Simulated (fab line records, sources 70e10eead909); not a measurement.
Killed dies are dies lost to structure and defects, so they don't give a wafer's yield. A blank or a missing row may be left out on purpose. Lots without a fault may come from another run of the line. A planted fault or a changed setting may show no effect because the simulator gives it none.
A struck lot beside a sound one | flow nand_harc | 15 steps out of a route of 1302
Sound: wafers L556.1, L556.2, L556.6. Struck: wafers L571.1, L571.4, L571.5. The cause comes at the end.
At each step with rows: each side's tool, then ch and its chambers, then its first start. Under that, the readings that differ: sound wafers | struck wafers | difference of the means | sigmas: that difference in standard deviations of wafers without a fault.
alike: readings whose means differ by less than 2 such deviations, and words and numbers that are the same on both sides. not compared: withheld readings, readings that some wafer has no value for, bounds like >300 that may hide the same value, and numbers for which the record gives no deviation and whose values overlap.
The two part at a step that has a row with sigmas, a row that says differs or no value, or rows on one side only. Numbers that don't overlap but have no deviation are shown without sigmas and don't part them. A reading that every wafer of one side lacks parts them only if that side has two wafers or more.

NHARC_A_CONTACT_DESCUM_74: chemistry O2, time 3 s.
  sound on rie_diel-13 ch 0,2,3, day 22 11:49; struck on rie_diel-08 ch 1,2, day 28 10:36
  alike: drypump_motor_current_A, oes_product_au, rf_vpp_V, showerhead_plenum_p_Torr, throttle_valve_pct
  not compared: rf_hours_counter_h
then, 2 steps without rows for these wafers: NHARC_A_CONTACT_ETCH_75 (etches the open film in CF4, target depth 39 nm, time 65 s); NHARC_A_CONTACT_ETCH_76 (etches the open film in N2/H2, target depth 260 nm, time 475.3 s).
NHARC_A_CONTACT_ETCH_77: etches the open film in CF4/CHF3, target depth 108.9 nm, time 54.5 s.
  sound on rie_diel-13 ch 1,3; struck on rie_diel-08 ch 0,2
  alike: bias_w, cf4_flow_sccm, drypump_motor_current_A, oes_product_au, rf_vpp_V, showerhead_plenum_p_Torr, throttle_valve_pct
  not compared: rf_hours_counter_h
then, 2 steps without rows for these wafers: NHARC_A_CONTACT_ETCH_78 (etches the open film in O2/COS, target depth 5300 nm, time 1378 s); NHARC_A_CONTACT_ETCH_124 (etches the open film in C4F8/O2/Ar, time 140 s, target depth 700 nm).
NHARC_A_CONTACT_ETCH_125: etches the open film in C4F8/O2/Ar, time 197 s, target depth 1918 nm.
  sound on har_cap_etch-01 ch 0,1, day 22 13:36; struck on har_cap_etch-03 ch 1, day 28 12:22
  alike: chamber_pressure_mTorr, oes_air_line_au
  not compared: rf_hours_counter_h
then, 4 steps without rows for these wafers: NHARC_A_CONTACT_ETCH_126 (etches the open film in C4F8/O2/Ar, time 197 s, target depth 1918 nm); NHARC_A_CONTACT_ETCH_127 (etches the open film in C4F8/O2/Ar, time 197 s, target depth 1918 nm); NHARC_A_CONTACT_ETCH_128 (etches the open film in C4F8/O2/Ar, time 197 s, target depth 1918 nm); NHARC_A_CONTACT_ETCH_129 (etches the open film in C4F8/O2/Ar, time 197 s, target depth 1918 nm).
NHARC_A_CONTACT_ETCH_130: etches the open film in C4F8/O2/Ar, time 197 s, target depth 1918 nm.
  sound on har_cap_etch-01 ch 0,1, day 22 14:29; struck on har_cap_etch-03 ch 1, day 28 13:16
  alike: chamber_pressure_mTorr, oes_air_line_au
  not compared: rf_hours_counter_h
NHARC_A_CONTACT_ETCH_131: etches the open film in C4F8/O2/Ar, time 197 s, target depth 1918 nm.
  sound on har_cap_etch-01 ch 0,1, day 22 14:40; struck on har_cap_etch-03 ch 1, day 28 13:26
  no value came back on the struck wafers for chamber_pressure_mTorr (mTorr), oes_air_line_au (a.u.), time_s (s); on the sound wafers chamber_pressure_mTorr (mTorr) reads 20.016 20.000 20.035
  not compared: rf_hours_counter_h
NHARC_A_CONTACT_ETCH_132: etches the open film in C4F8/O2/Ar, time 197 s, target depth 1924 nm.
  sound on har_cap_etch-01 ch 0,1, day 22 14:50; struck on har_cap_etch-03 ch 1, day 28 13:37
  alike: chamber_pressure_mTorr, oes_air_line_au
  not compared: rf_hours_counter_h
-- the record jumps here: 2 days lie between the struck wafers' starts before and after (it left off in module A_CONTACT and takes up again in module END, whose first step shown is number 1302 of the route) --
NHARC_END_SORT_01:
  the record has rows for the struck wafers here (prober-02 ch 0, day 30 22:38) and none for the sound ones

WHERE THEY PART
First at NHARC_A_CONTACT_ETCH_131; last, within this record, at NHARC_END_SORT_01.

WHY: what the simulator had put in
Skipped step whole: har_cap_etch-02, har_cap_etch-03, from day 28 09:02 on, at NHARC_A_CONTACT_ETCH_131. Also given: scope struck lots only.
